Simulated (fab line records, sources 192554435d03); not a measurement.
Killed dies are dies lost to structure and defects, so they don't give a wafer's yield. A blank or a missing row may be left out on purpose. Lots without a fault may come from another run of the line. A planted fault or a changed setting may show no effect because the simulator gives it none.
Chamber matching | flow n5_finfet | N5_MOL_CONTACT_COAG_ALD_131 on ald_sin-03: 4 sister chambers
The step deposits SiO2, target thk 5 nm, pulse time 1 s, co reactant pulse time 1 s. 18 wafers are shown with their chamber, then 9 later ones without.

WAFERS WITH THEIR CHAMBER
wafer  | chamber | heater_power_w (W) | chamber_pressure_Torr (Torr) | precursor_pulse_height_rel
L074.3 | 3       | 85                 | 2.001                        | 1.005
L074.5 | 3       | 89                 | 1.991                        | 1.037
L074.6 | 0       | 81                 | 2.006                        | 1.000
L075.2 | 3       | 88                 | 2.004                        | 1.038
L075.5 | 2       | 84                 | 2.001                        | 1.032
L075.6 | 1       | 68                 | 1.993                        | 0.995
L077.2 | 0       | 78                 | 2.004                        | 0.975
L077.3 | 2       | 84                 | 1.998                        | 0.964
L077.4 | 3       | 88                 | 2.000                        | 0.971
L078.3 | 1       | 67                 | 1.999                        | 1.009
L078.4 | 0       | 80                 | 2.003                        | 1.009
L078.6 | 3       | 87                 | 1.992                        | 0.971
L086.2 | 1       | 69                 | 1.997                        | 0.983
L086.4 | 2       | 82                 | 2.005                        | 1.005
L086.6 | 3       | 85                 | 1.995                        | 1.036
L087.1 | 3       | 89                 | 1.999                        | 1.002
L087.2 | 1       | 68                 | 1.996                        | 0.996
L087.3 | 0       | 81                 | 1.998                        | 1.012

SIGNATURES (means of the wafers above)
reading                    | chamber 0 | chamber 1 | chamber 2 | chamber 3 | scatter within a chamber
heater_power_w             | 80.00     | 68.00     | 83.33     | 87.29     | 1.42
chamber_pressure_Torr      | 2.00275   | 1.99625   | 2.00133   | 1.99743   | 0.00396
precursor_pulse_height_rel | 0.99900   | 0.99575   | 1.00033   | 1.00857   | 0.0251
Rule: a wafer's distance from a chamber is the root of the sum, over the readings, of the square of ((its reading less the chamber's mean) divided by the reading's scatter). The wafer belongs to the nearest chamber; if the next one is less than 2 further off, it can't be placed. The scatter: the root of (the sum of the squares of (reading less its chamber's mean) over the shown wafers, divided by (wafers less chambers)).

WAFERS WITHOUT THEIR CHAMBER
wafer  | heater_power_w (W) | chamber_pressure_Torr (Torr) | precursor_pulse_height_rel
L088.1 | 69                 | 2.001                        | 1.006
L088.2 | 84                 | 2.002                        | 0.993
L088.3 | 89                 | 2.002                        | 1.007
L093.1 | 66                 | 1.997                        | 1.003
L093.4 | 81                 | 1.998                        | 0.976
L093.6 | 81                 | 1.998                        | 0.983
L094.1 | 67                 | 2.006                        | 0.999
L094.2 | 83                 | 1.990                        | 1.012
L094.3 | 81                 | 1.999                        | 0.989

WHICH CHAMBER EACH WENT THROUGH
wafer  | from the rows above          | in truth
L088.1 | 1                            | 1
L088.2 | 2                            | 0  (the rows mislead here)
L088.3 | 3                            | 3
L093.1 | 1                            | 1
L093.4 | can't be placed: 0 or 2      | 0
L093.6 | can't be placed: 0 or 2      | 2
L094.1 | 1                            | 1
L094.2 | can't be placed: 2 or 3 or 0 | 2
L094.3 | can't be placed: 0 or 2      | 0
Placed correctly: 4 of 9. Can't be placed from these rows: 4 (the true chamber is among the candidates in 4). Placed wrongly: 1.
